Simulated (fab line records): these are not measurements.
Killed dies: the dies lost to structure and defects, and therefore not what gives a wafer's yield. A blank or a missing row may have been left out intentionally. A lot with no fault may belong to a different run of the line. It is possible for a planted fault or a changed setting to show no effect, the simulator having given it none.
Which tool was responsible? || flow nand harc || Sampling: 12 lots, 36 wafers, 2 of 1302 route steps

WHAT THE GAUGES SHOWED, per wafer
NHARC_P_STI_INSPECT_11.
{"lot": "L075", "measured": "day 3 08:11", "on": "defect inspect-02", "raw defect count": "4 10 8"}
{"lot": "L077", "measured": "day 4 02:46", "on": "defect inspect-01", "raw defect count": "3 2 3"}
{"lot": "L079", "measured": "day 4 22:38", "on": "defect inspect-02", "raw defect count": "10 2 4"}
{"lot": "L081", "measured": "day 5 18:53", "on": "defect inspect-01", "raw defect count": "5 5 3"}
{"lot": "L083", "measured": "day 6 13:16", "on": "defect inspect-02", "raw defect count": "1 6 6"}
{"lot": "L085", "measured": "day 7 09:57", "on": "defect inspect-01", "raw defect count": "6 7 4"}
{"lot": "L087", "measured": "day 8 05:58", "on": "defect inspect-02", "raw defect count": "5 5 12"}
{"lot": "L089", "measured": "day 9 01:13", "on": "defect inspect-02", "raw defect count": "8 4 6"}
{"lot": "L091", "measured": "day 9 20:50", "on": "defect inspect-01", "raw defect count": "12 11 11"}
{"lot": "L093", "measured": "day 10 17:11", "on": "defect inspect-01", "raw defect count": "8 6 6"}
{"lot": "L095", "measured": "day 11 14:38", "on": "defect inspect-01", "raw defect count": "7 7 14"}
{"lot": "L097", "measured": "day 12 09:38", "on": "defect inspect-01", "raw defect count": "4 2 6"}

WHICH TOOL RAN EACH LOT (tool, then ch and the chambers of the sampled wafers, then the start)
{"lot": "L075", "NHARC_P_ZERO_WELL_ETCH_63": "rie si-05 ch 0,1, day 2 08:34"}
{"lot": "L077", "NHARC_P_ZERO_WELL_ETCH_63": "rie si-05 ch 1,2,3, day 3 03:33"}
{"lot": "L079", "NHARC_P_ZERO_WELL_ETCH_63": "rie si-05 ch 0,2,3, day 3 23:41"}
{"lot": "L081", "NHARC_P_ZERO_WELL_ETCH_63": "rie si-05 ch 0,2,3, day 4 19:32"}
{"lot": "L083", "NHARC_P_ZERO_WELL_ETCH_63": "rie si-05 ch 0,1, day 5 15:40"}
{"lot": "L085", "NHARC_P_ZERO_WELL_ETCH_63": "rie si-03 ch 1,3, day 6 11:34"}
{"lot": "L087", "NHARC_P_ZERO_WELL_ETCH_63": "rie si-04 ch 1,3, day 7 07:52"}
{"lot": "L089", "NHARC_P_ZERO_WELL_ETCH_63": "rie si-05 ch 1,2,3, day 8 03:42"}
{"lot": "L091", "NHARC_P_ZERO_WELL_ETCH_63": "rie si-03 ch 0,1,3, day 8 23:55"}
{"lot": "L093", "NHARC_P_ZERO_WELL_ETCH_63": "rie si-05 ch 1,2,3, day 9 20:16"}
{"lot": "L095", "NHARC_P_ZERO_WELL_ETCH_63": "rie si-03 ch 0,1,3, day 10 15:39"}
{"lot": "L097", "NHARC_P_ZERO_WELL_ETCH_63": "rie si-03 ch 0,2,3, day 11 11:33"}
- NHARC_P_ZERO_WELL_ETCH_63: etches the open film in HBr/Cl2, target depth 120 nm, time 40.1 s.

THE ANSWER, worked out from the rows above alone
Rule: what is usual is taken from the lots themselves. Put in order of their means at a reading, lots are off if they are a third of the lots or fewer, leave a main group of 4 or more, and stand apart from it by a gap of 3 or more times the standard deviation of the main group's means; of several such gaps the widest counts. A main group is skipped when, at the precision printed for the reading in the tables above, its means are all equal. A lot without any number at a reading at which 4 lots or more have one is off too. Where the step has rows for the other lots, those lots are counted as sound.
No lot is off on any of the readings shown, so nothing can be concluded from this.

WHAT THE SIMULATOR PUT IN
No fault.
